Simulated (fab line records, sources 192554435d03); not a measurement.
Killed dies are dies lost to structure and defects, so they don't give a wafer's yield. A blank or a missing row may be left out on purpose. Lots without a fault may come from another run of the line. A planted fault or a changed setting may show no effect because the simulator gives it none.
Chamber matching | flow n5_finfet | N5_HKMG_FIN_ALD_71 on ald_metal-04: 4 sister chambers
The step deposits TiN, target thk 1 nm, pulse time 1 s, purge time 3 s. 14 wafers are shown with their chamber, then 7 later ones without.

WAFERS WITH THEIR CHAMBER
wafer  | chamber | heater_power_w (W) | precursor_pulse_height_rel
L075.1 | 2       | 992                | 0.986
L075.3 | 1       | 952                | 1.011
L075.5 | 3       | 868                | 0.996
L077.2 | 1       | 924                | 0.991
L077.3 | 3       | 898                | 0.990
L077.4 | 3       | 898                | 0.991
L087.1 | 1       | 927                | 1.001
L087.3 | 2       | 980                | 1.031
L087.5 | 3       | 927                | 1.039
L088.2 | 1       | 929                | 0.984
L088.3 | 2       | 963                | 1.023
L088.6 | 2       | 1023               | 1.021
L090.1 | 3       | 902                | 0.991
L090.4 | 0       | 805                | 1.012

SIGNATURES (means of the wafers above)
reading                    | chamber 0 | chamber 1 | chamber 2 | chamber 3 | scatter within a chamber
heater_power_w             | 805.00    | 933.00    | 989.50    | 898.60    | 20.4
precursor_pulse_height_rel | 1.01200   | 0.99675   | 1.01525   | 1.00140   | 0.0184
Rule: a wafer's distance from a chamber is the root of the sum, over the readings, of the square of ((its reading less the chamber's mean) divided by the reading's scatter). The wafer belongs to the nearest chamber; if the next one is less than 2 further off, it can't be placed. The scatter: the root of (the sum of the squares of (reading less its chamber's mean) over the shown wafers, divided by (wafers less chambers)).

WAFERS WITHOUT THEIR CHAMBER
wafer  | heater_power_w (W) | precursor_pulse_height_rel
L090.6 | 981                | 0.986
L094.2 | 797                | 0.974
L094.5 | 812                | 1.029
L094.6 | 944                | 1.010
L097.1 | 963                | 1.017
L097.2 | 907                | 0.984
L097.5 | 982                | 1.005

WHICH CHAMBER EACH WENT THROUGH
wafer  | from the rows above          | in truth
L090.6 | can't be placed: 2 or 1      | 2
L094.2 | 0                            | 0
L094.5 | 0                            | 0
L094.6 | can't be placed: 1 or 2 or 3 | 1
L097.1 | can't be placed: 2 or 1 or 3 | 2
L097.2 | can't be placed: 3 or 1      | 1
L097.5 | can't be placed: 2 or 1      | 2
Placed correctly: 2 of 7. Can't be placed from these rows: 5 (the true chamber is among the candidates in 5). Placed wrongly: 0.
